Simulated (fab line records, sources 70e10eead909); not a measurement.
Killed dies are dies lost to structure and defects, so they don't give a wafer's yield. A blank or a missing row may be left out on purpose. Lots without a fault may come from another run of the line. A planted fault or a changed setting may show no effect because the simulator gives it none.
Which tool did it? | flow nand_harc | 12 lots, 36 wafers sampled, at 6 steps of a route of 1302

WHAT THE GAUGES READ, wafer by wafer
NHARC_A_DECK1_JOINT_THK_MEAS_14: measures by ellipsometry. Usual: thk_nm 51.3 nm, standard deviation 1.2.
lot  | measured     | on            | thk_nm (nm)    | flag
L458 | day 11 11:27 | film_metro-02 | 50.3 52.3 52.5 |
L460 | day 12 11:37 | film_metro-02 | 49.2 49.3 51.7 |
L461 | day 12 18:34 | film_metro-02 | 51.5 52.3 51.7 |
L464 | day 14 04:59 | film_metro-02 | 49.8 50.0 51.0 |
L466 | day 15 11:44 | film_metro-01 | 50.9 50.1 51.6 |
L469 | day 16 02:09 | film_metro-01 | 50.1 52.0 49.5 |
L474 | day 18 14:44 | film_metro-02 | 48.8 50.1 52.9 |
L475 | day 18 14:44 | film_metro-01 | 50.0 50.3 50.8 |
L476 | day 18 22:05 | film_metro-02 | 51.0 51.7 51.2 |
L477 | day 20 01:42 | film_metro-01 | 50.6 51.7 52.7 |
L479 | day 20 19:04 | film_metro-02 | 51.2 49.9 50.3 |
L480 | day 21 01:01 | film_metro-01 | 50.5 51.0 52.4 |

NHARC_A_ONON_D2_THK_MEAS_34: measures by ellipsometry. Usual: thk_nm 200.0 nm, standard deviation 2.7.
lot  | measured     | on            | thk_nm (nm)       | flag
L458 | day 13 01:44 | film_metro-02 | 201.9 202.1 201.0 |
L460 | day 14 02:28 | film_metro-02 | 196.1 201.6 198.4 |
L461 | day 14 06:35 | film_metro-02 | 195.6 200.6 197.8 |
L464 | day 15 17:17 | film_metro-01 | 202.9 195.5 201.7 |
L466 | day 17 01:13 | film_metro-01 | 201.4 162.2 202.2 | OFF
L469 | day 17 22:45 | film_metro-02 | 202.1 199.8 164.5 | OFF
L474 | day 20 06:51 | film_metro-02 | 200.4 203.1 200.0 |
L475 | day 20 07:01 | film_metro-01 | 200.5 202.2 204.0 |
L476 | day 20 07:17 | film_metro-01 | 198.6 201.1 202.5 |
L477 | day 21 17:10 | film_metro-02 | 199.3 205.0 202.6 |
L479 | day 22 15:54 | film_metro-02 | 194.9 197.9 198.2 |
L480 | day 22 15:53 | film_metro-01 | 200.0 203.5 200.5 |

NHARC_A_ONON_D2_INSPECT_32. Usual: raw_defect_count 400, standard deviation 130.
lot  | measured     | on                | raw_defect_count | flag
L458 | day 13 01:48 | defect_inspect-01 | 476 274 323      |
L460 | day 14 02:32 | defect_inspect-02 | 329 415 461      |
L461 | day 14 06:41 | defect_inspect-02 | 711 602 715      |
L464 | day 15 17:22 | defect_inspect-02 | 302 257 310      |
L466 | day 17 01:16 | defect_inspect-02 | 539 434 408      |
L469 | day 17 22:50 | defect_inspect-02 | 293 423 317      |
L474 | day 20 06:55 | defect_inspect-01 | 518 355 388      |
L475 | day 20 07:04 | defect_inspect-01 | 402 428 276      |
L476 | day 20 07:22 | defect_inspect-02 | 302 507 238      |
L477 | day 21 17:16 | defect_inspect-02 | 281 493 284      |
L479 | day 22 15:59 | defect_inspect-01 | 285 521 385      |
L480 | day 22 15:59 | defect_inspect-02 | 557 529 362      |

NHARC_END_SORT_01. Usual: killed_at_array 51, standard deviation 18; killed_at_other 1.0, standard deviation 1.2; killed_at_periphery 3.7, standard deviation 2.9; killed_dies 55, standard deviation 19; killed_open 3.5, standard deviation 1.9; killed_short 2.6, standard deviation 1.6.
lot  | measured     | on        | killed_at_array | killed_at_other | killed_at_periphery | killed_dies | killed_open | killed_short | flag
L464 | day 27 13:31 | prober-02 | 68 68 68        | 0 0 0           | 3 2 1               | 71 70 69    | 3 5 2       | 1 3 1        |
L474 | day 31 19:50 | prober-01 | 55 50 49        | 0 0 0           | 1 4 3               | 56 54 52    | 1 4 0       | 3 2 0        |
L476 | day 31 20:42 | prober-02 | 51              | 3               | 5                   | 59          | 6           | 7            |
L477 | day 33 11:44 | prober-02 | 65 54 53        | 0 1 1           | 4 5 4               | 69 60 58    | 3 2 5       | 4 6 1        |

WHICH TOOL RAN EACH LOT (tool, then ch and the chambers of the sampled wafers, then the start)
lot  | NHARC_A_DECK1_JOINT_DEP_16      | NHARC_A_ONON_D2_DEP_33
L458 | pecvd-01 ch 0,2, day 12 12:32   | pecvd-03 ch 1,2, day 13 01:25
L460 | pecvd-03 ch 0,1,2, day 13 10:21 | pecvd-04 ch 0,1, day 14 02:02
L461 | pecvd-02 ch 0,1, day 13 17:19   | pecvd-04 ch 0,1,2, day 14 06:16
L464 | pecvd-03 ch 0,1, day 15 04:01   | pecvd-03 ch 1,2, day 15 16:52
L466 | pecvd-02 ch 0,1,2, day 16 12:02 | pecvd-03 ch 0,2, day 17 00:47
L469 | pecvd-03 ch 0,1,2, day 17 09:28 | pecvd-03 ch 0,1,2, day 17 22:23
L474 | pecvd-01 ch 0,1, day 19 17:35   | pecvd-03 ch 0,1,2, day 20 06:29
L475 | pecvd-02 ch 0,1,2, day 19 17:32 | pecvd-01 ch 0,1,2, day 20 06:36
L476 | pecvd-03 ch 0,1,2, day 19 20:08 | pecvd-01 ch 0,1,2, day 20 06:55
L477 | pecvd-01 ch 1,2, day 21 01:59   | pecvd-03 ch 0,1,2, day 21 16:53
L479 | pecvd-02 ch 0,1, day 22 00:05   | pecvd-01 ch 0,2, day 22 15:29
L480 | pecvd-03 ch 1,2, day 22 04:10   | pecvd-03 ch 1,2, day 22 15:29
- NHARC_A_DECK1_JOINT_DEP_16: deposits SiO2, target thk 45 nm.
- NHARC_A_ONON_D2_DEP_33: deposits SiO2, target thk 200 nm.

WHAT THE TOOLS THEMSELVES READ (means of the sampled wafers that have a number; where no wafer has one, the mark that the record gives instead)
NHARC_A_DECK1_JOINT_DEP_16. Usual: heater_power_w 519 W, standard deviation 87; mfc_precursor_sccm 161.3 sccm, standard deviation 0.52; rf_fwd_power_W 895.6 W, standard deviation 2.8; throttle_valve_pct 15.9 %, standard deviation 0.46.
lot  | tool     | heater_power_w (W) | mfc_precursor_sccm (sccm) | rf_fwd_power_W (W) | throttle_valve_pct (%) | flag
L458 | pecvd-01 | 536                | 161.0                     | 898.6              | 15.7                   |
L460 | pecvd-03 | 563                | 161.0                     | 895.9              | 16.3                   |
L461 | pecvd-02 | 468                | 161.7                     | 896.4              | 15.5                   |
L464 | pecvd-03 | 571                | 161.6                     | 897.8              | 16.4                   |
L466 | pecvd-02 | 543                | 161.7                     | 894.5              | 15.8                   |
L469 | pecvd-03 | 545                | 161.5                     | 896.9              | 16.1                   |
L474 | pecvd-01 | 522                | 161.6                     | 895.3              | 15.8                   |
L475 | pecvd-02 | 534                | 161.2                     | 896.0              | 15.4                   |
L476 | pecvd-03 | 545                | 161.2                     | 894.0              | 16.2                   |
L477 | pecvd-01 | 408                | 161.2                     | 896.1              | 15.6                   |
L479 | pecvd-02 | 495                | 161.2                     | 891.8              | 15.1                   |
L480 | pecvd-03 | 580                | 161.3                     | 893.6              | 16.2                   |

NHARC_A_ONON_D2_DEP_33. Usual: heater_power_w 523 W, standard deviation 91; mfc_precursor_sccm 161.5 sccm, standard deviation 0.49; rf_fwd_power_W 897.3 W, standard deviation 2.9; throttle_valve_pct 16.0 %, standard deviation 0.4.
lot  | tool     | heater_power_w (W) | mfc_precursor_sccm (sccm) | rf_fwd_power_W (W) | throttle_valve_pct (%) | flag
L458 | pecvd-03 | 587                | 161.1                     | 897.2              | 16.3                   |
L460 | pecvd-04 | 461                | 161.6                     | 899.0              | 16.4                   |
L461 | pecvd-04 | 469                | 161.0                     | 895.6              | 15.9                   |
L464 | pecvd-03 | 491                | 161.4                     | 896.4              | 16.4                   |
L466 | pecvd-03 | 514                | 151.5                     | 897.9              | 16.1                   | OFF
L469 | pecvd-03 | 558                | 152.0                     | 897.6              | 16.1                   | OFF
L474 | pecvd-03 | 569                | 161.2                     | 897.2              | 16.2                   |
L475 | pecvd-01 | 498                | 161.2                     | 895.8              | 15.8                   |
L476 | pecvd-01 | 480                | 161.1                     | 898.1              | 15.9                   |
L477 | pecvd-03 | 599                | 161.8                     | 895.9              | 16.3                   |
L479 | pecvd-01 | 495                | 160.9                     | 895.6              | 15.6                   |
L480 | pecvd-03 | 500                | 160.9                     | 897.2              | 16.3                   |

THE ANSWER, worked out from the rows above alone
Rule: a lot is off if the mean of its wafers that have a number lies more than 3 standard deviations from the usual mean. A lot without any number at a reading at which 4 lots or more have one is off too. The other lots that the step has rows for count as sound. The gauges are gone through in route order, then the tools' own readings, and for those a lot's mean is taken as printed above. The first step at which some lot is off is used, and at that step the reading that is off furthest; a lot without a number counts as furthest.
Off: L466, L469, at NHARC_A_ONON_D2_THK_MEAS_34 (thk_nm).
A tool fits if, at a process step before that reading, it ran every lot that is off, and no sound lot after the first of them. The gauges at NHARC_A_ONON_D2_THK_MEAS_34 aren't tried: what is off there is off at NHARC_A_ONON_D2_DEP_33 too, on other tools, and a gauge's error can't cause that. None of those tried fits.

WHAT THE SIMULATOR HAD PUT IN
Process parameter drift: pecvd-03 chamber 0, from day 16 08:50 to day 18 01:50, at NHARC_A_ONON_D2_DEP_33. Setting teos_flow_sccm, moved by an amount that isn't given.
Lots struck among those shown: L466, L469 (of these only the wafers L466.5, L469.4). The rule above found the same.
